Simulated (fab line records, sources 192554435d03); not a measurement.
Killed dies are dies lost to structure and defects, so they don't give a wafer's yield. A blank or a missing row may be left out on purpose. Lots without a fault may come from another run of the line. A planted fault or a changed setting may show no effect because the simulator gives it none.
fab line records | flow n5_finfet
record lots=4 wafers=11 last_day=16
route steps=1938 shown WELL_APT@38 PMOS_HMC_CHANNEL_EPI@57 BEOL_M4@1111
lots that met no fault: from a run of the same line without faults
start_h: hours from the record's first day to the start of the lot's first wafer shown | wait_h: hours since the lot's step before | " the same as in the row above | L1.1+2: a row that stands for several wafers | - no value, or no start given | * or withheld: withheld | < > ~ a bound
route shown NAME@n: a module of which the file shows steps, and the number in the route of the first | usual: mean/standard deviation of fault-free wafers | same: alike in all rows | chamber/n: place in a boat | sites: the reading at each site | _std_site: their standard deviation | _edge_site: outer sites' mean less inner sites' | radius_mm: how far each site lies from the wafer's centre | mask NAME#n: copy n | behind: the tool/chamber that last shaped the wafer | hold: why the lot was held/for how many hours/how that ended | device: the transistor (n, p or np) that didn't switch | end of line: the same wafers' tests at the end of the route | a step without rows: its recipe alone | killed: dies lost to structure and defects at the first sort, not the wafer's yield | map: a wafer's dies, x killed, . not, _ none there
set.NAME: the setting as run; set.NAME@STEP: as run at that earlier step | model.NAME: the simulator's own value behind a step, which no gauge read
lots at some steps of the route; a table a step, a row a wafer
services: from which hour (start_h, from the record's first day; less than 0 if before it) a tool's chamber was out of use, for how many hours, and why
## steps
# step N5_WELL_APT_SOFTBAKE_20
# recipe temp_c=130 time_s=60
# step N5_WELL_APT_EXPOSE_22
# recipe mask_id=PWELL na=0.8 source_shape=conventional sigma_outer=0.8 polarization=unpolarized defocus_nm=0 target_cd_nm=200 dose_mj=23.2
# step N5_WELL_APT_PEB_23
# recipe peb_temp_c=130 peb_time_s=90
# step N5_WELL_APT_DEVELOP_24
# recipe develop_time_s=45 rinse_liquid=surfactant_rinse dry=air_spin dev_temp_c=21
# step N5_WELL_APT_HARDBAKE_29
# recipe temp_c=130 time_s=120
# step N5_WELL_APT_DESCUM_30
# recipe chemistry=O2 time_s=7.9 source_power_w=50 bias_power_w=20 pressure_mtorr=20 rf_frequency_hz=2.712e+07 temp_c=40 o2_flow_sccm=225
# step N5_WELL_APT_IMPLANT_31
# recipe species=B energy_kev=60 dose_cm2=1.5e+13 tilt_deg=0 rotation_deg=0
# step N5_WELL_APT_IMPLANT_32
# recipe species=BF2 energy_kev=50 dose_cm2=2e+13 tilt_deg=0 rotation_deg=0
# step N5_WELL_APT_STRIP_33
# recipe chemistry=SPM time_s=900 temp_c=130 h2so4_h2o2_vol_ratio=4 dry=ipa_marangoni
# step N5_WELL_APT_RTA_34
# recipe temp_c=1000 time_s=10 ambient=N2 idle_temp_c=600 ramp_up_c_per_s=150 ramp_down_c_per_s=60 cool_to_c=600
# usual lamp_power_pct=13.01/0.056 lamp_zone_1_pct=12.99/0.032 lamp_zone_2_pct=12.996/0.028 lamp_zone_3_pct=12.999/0.03 lamp_zone_4_pct=12.997/0.028 lamp_zone_5_pct=13.00/0.03 lamp_zone_6_pct=12.92/0.031 lamp_zone_7_pct=13.42/0.032 wafer_temp_C_max=1003.6/1.1
# columns lot.wafer tool chamber start_h wait_h lamp_power_pct lamp_zone_1_pct lamp_zone_2_pct lamp_zone_3_pct lamp_zone_4_pct lamp_zone_5_pct lamp_zone_6_pct lamp_zone_7_pct wafer_temp_C_max
L115.3 rtp_anneal-02 0 40.15 0.1 12.96 13.00 12.960 13.010 12.993 12.97 12.91 13.40 1005.8
L115.4 " 0 " " 12.91 12.95 12.989 12.988 12.949 13.04 12.93 13.41 1003.5
L115.5 " 0 " " 13.16 13.00 12.999 13.016 12.995 12.95 12.88 13.38 1005.5
L126.1 rtp_anneal-02 0 106.80 0.0 11.46 11.41 11.411 11.440 11.396 11.41 11.27 11.80 1003.5
L126.2 " 0 " " 11.39 11.40 11.415 11.356 11.401 11.40 11.28 11.81 1002.7
L126.5 " 0 " " 11.37 11.44 11.442 11.360 11.446 11.36 11.31 11.80 1003.5
L127.1 rtp_anneal-01 0 112.42 0.0 12.94 12.96 13.067 13.027 13.015 13.03 12.93 13.39 1002.3
L127.3 " 0 " " 12.97 13.00 12.965 12.961 12.976 12.95 12.90 13.38 1002.4
L131.1 rtp_anneal-02 0 135.85 0.0 11.42 11.38 11.369 11.407 11.428 11.44 11.35 11.79 1002.8
L131.4 " 0 " " 11.42 11.40 11.404 11.434 11.408 11.43 11.36 11.72 1004.8
L131.6 " 0 " " 11.43 11.45 11.412 11.406 11.426 11.41 11.34 11.73 1003.1
# step N5_WELL_APT_OXIDE_STRIP_42
# recipe chemistry=dHF dilution=25:1 time_s=45 temp_c=25 target=SiO2 target_depth_a=120
# step N5_WELL_APT_PRECLEAN_36
# recipe chemistry=O3/DIW time_s=45 temp_c=22 o3_ppm=10
# step N5_WELL_APT_PRECLEAN_39
# recipe chemistry=dHF time_s=60 dilution=150:1 temp_c=25
# step N5_WELL_APT_SRD_37
# recipe dry=ipa_marangoni do_ppb=5 time_s=30 temp_c=23 rinse_liquid=diw
# step N5_WELL_APT_EPI_41
# recipe material=Si target_thk_a=500 temp_c=650 precursor=SiH4/H2 pressure_torr=20 time_s=297.7
# step N5_PMOS_HMC_CHANNEL_EPI_HM_DEP_34
# recipe material=SiO2 target_thk_a=360 temp_c=400 precursor=TEOS/O2 pressure_torr=6.5 rf_w=900 teos_flow_sccm=161.4 gas=O2 flow_sccm=2650 time_s=6.9
# step N5_PMOS_HMC_CHANNEL_EPI_COAT_31
# recipe resist=BARC temp_c=205 time_s=60 spin_rpm=1500 resist_thk_nm=66
# step N5_PMOS_HMC_CHANNEL_EPI_COAT_03
# recipe resist=CAR-ArF-block spin_rpm=1500 resist_thk_nm=205
# step N5_PMOS_HMC_CHANNEL_EPI_EBR_05
# recipe solvent=PGMEA ebr_width_mm=1.5
# step N5_PMOS_HMC_CHANNEL_EPI_SOFTBAKE_04
# recipe temp_c=110 time_s=60 resist=CAR-ArF-block
# step N5_PMOS_HMC_CHANNEL_EPI_EXPOSE_06
# recipe mask_id=PMOS_HMC_BLK na=1.35 source_shape=conventional sigma_outer=0.8 polarization=unpolarized target_cd_nm=240 dose_mj=41
# step N5_PMOS_HMC_CHANNEL_EPI_PEB_07
# recipe peb_temp_c=110 peb_time_s=60 resist=CAR-ArF-block
# step N5_PMOS_HMC_CHANNEL_EPI_DEVELOP_08
# recipe develop_time_s=30 developer=TMAH resist=CAR-ArF-block dev_temp_c=23 rinse_liquid=diw dry=air_spin
# step N5_PMOS_HMC_CHANNEL_EPI_DESCUM_14
# recipe chemistry=O2 time_s=7.9 source_power_w=50 bias_power_w=20 pressure_mtorr=20 rf_frequency_hz=2.712e+07 temp_c=40 resist=CAR-ArF-block o2_flow_sccm=225
# step N5_PMOS_HMC_CHANNEL_EPI_ETCH_32
# recipe chemistry=N2/H2 target=BARC stop_on=SiO2 target_depth_a=858 over_etch_frac=0.3 time_s=50.3 ion_energy_ev=200 mask_material=CAR-ArF-block pressure_mtorr=30 source_w=840 bias_w=150 n2_flow_sccm=200 h2_flow_sccm=200
# step N5_PMOS_HMC_CHANNEL_EPI_HM_OPEN_15
# recipe chemistry=CHF3/O2 target=SiO2 mask_material=CAR-ArF-block target_depth_a=406 CHF3_flow_sccm=50 O2_flow_sccm=5 Ar_flow_sccm=200 time_s=20.3 pressure_mtorr=30 source_w=650 bias_w=170 ion_energy_ev=200
# step N5_PMOS_HMC_CHANNEL_EPI_STRIP_33
# recipe chemistry=N2/H2 power_w=500 temp_c=40 pressure_mtorr=50 rf_frequency_hz=6e+07 overash_fraction=0.3 bias_power_w=8 h2_frac=0.5 n2_flow_sccm=300 h2_flow_sccm=300
# step N5_PMOS_HMC_CHANNEL_EPI_STRIP_17
# recipe chemistry=SPM time_s=750 temp_c=130 h2so4_h2o2_vol_ratio=4 dry=ipa_marangoni
# step N5_PMOS_HMC_CHANNEL_EPI_ETCH_38
# recipe chemistry=CF4 target=SiO2 target_depth_a=15 ion_energy_ev=350 pressure_mtorr=10 icp_w=800 bias_w=400 cf4_flow_sccm=80
# step N5_PMOS_HMC_CHANNEL_EPI_FIN_RECESS_16
# recipe chemistry=HBr/Cl2 target=Si mask_material=SiO2 target_depth_a=540 time_s=18 pressure_mtorr=10 icp_w=800 bias_w=75 HBr_flow_sccm=150 Cl2_flow_sccm=80
# step N5_PMOS_HMC_CHANNEL_EPI_PRECLEAN_36
# recipe chemistry=O3/DIW time_s=45 temp_c=22 o3_ppm=10
# step N5_PMOS_HMC_CHANNEL_EPI_PRECLEAN_18
# recipe chemistry=DHF time_s=30 temp_c=25 dilution=withheld
# step N5_PMOS_HMC_CHANNEL_EPI_SRD_19
# recipe dry=ipa_marangoni do_ppb=5 time_s=30 temp_c=23 rinse_liquid=diw
# step N5_PMOS_HMC_CHANNEL_EPI_EPI_20
# recipe material=SiGe30 mask_material=SiO2 pressure_torr=20 target_thk_a=590 temp_c=600
# step N5_PMOS_HMC_CHANNEL_EPI_HM_STRIP_35
# recipe chemistry=dHF temp_c=25 material=SiO2 target=SiO2 target_depth_a=396 time_s=216
# step N5_BEOL_M4_RC_MEAS_101
# usual DIBL_N=36.0/2 DIBL_P=35.9/2.5 IOFF_N=0.16/0.038 IOFF_N_LONG=5.6e-05/3.3e-06 IOFF_P=0.21/0.04 ION_N=675/14 ION_P=462/9.4 SS_N=71.5/0.75 SS_P=73.2/0.74 VT_N=250/3.9 VT_P=-251/3.2
# columns lot.wafer tool chamber start_h wait_h DIBL_N[mV/V] DIBL_P[mV/V] IOFF_N[nA/um] IOFF_N_LONG[nA/um] IOFF_P[nA/um] ION_N[uA/um] ION_P[uA/um] SS_N[mV/dec] SS_P[mV/dec] VT_N[mV] VT_P[mV]
L115.3 prober-01 0 197.43 0.3 39.6 40.5 0.21 5.1e-05 0.26 679 463 72.7 73.6 247 -250
L115.4 " 0 " " 35.5 36.5 0.13 4.9e-05 0.19 644 446 70.8 73.6 255 -254
L115.5 " 0 " " 38.2 37.5 0.19 5.1e-05 0.20 671 452 72.4 74.1 249 -255
L126.1 prober-01 0 267.94 0.0 36.4 35.5 0.16 7.2e-05 0.18 658 449 71.0 72.7 249 -250
L126.2 " 0 " " 32.3 33.7 0.12 7.1e-05 0.17 685 481 70.5 72.6 251 -251
L126.5 " 0 " " 35.0 36.1 0.15 7.1e-05 0.20 672 461 70.7 72.5 248 -251
L127.1 prober-01 0 272.02 0.0 38.9 39.8 0.22 5.6e-05 0.27 684 464 73.3 74.5 247 -247
L127.3 " 0 " " 38.0 39.2 0.19 5.5e-05 0.26 668 462 72.7 74.7 249 -245
L131.1 prober-01 0 276.56 0.0 35.5 36.7 0.14 7.2e-05 0.21 678 472 70.6 73.0 253 -249
L131.4 " 0 " " 36.1 37.4 0.15 7e-05 0.21 674 467 71.4 73.4 250 -250
L131.6 " 0 " " 34.8 36.1 0.13 7e-05 0.19 668 462 71.2 73.0 255 -250
## services
# columns tool chamber start_h hours kind
rtp_anneal-02 - 45.04 0.5 pm
## key
first_sign step=N5_WELL_APT_RTA_34 reading=lamp_zone_4_pct direction=down sigmas=57 usual=* struck=*
effect step=N5_WELL_APT_RTA_34 reading=lamp_zone_2_pct direction=down sigmas=56 usual=* struck=*
effect step=N5_BEOL_M4_RC_MEAS_101 reading=IOFF_N_LONG direction=up sigmas=4.5 usual=5.6e-05 struck=7.1e-05
met_at N5_WELL_APT_RTA_34
struck_wafers L126.1,L126.2,L126.5,L131.1,L131.4,L131.6
onset_between 40.15 106.80
fault kind=process_parameter_drift tool=rtp_anneal-02 chamber=- onset_h=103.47 steps=N5_WELL_APT_RTA_34 channel=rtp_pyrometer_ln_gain offset=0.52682 shape=step end_h=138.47
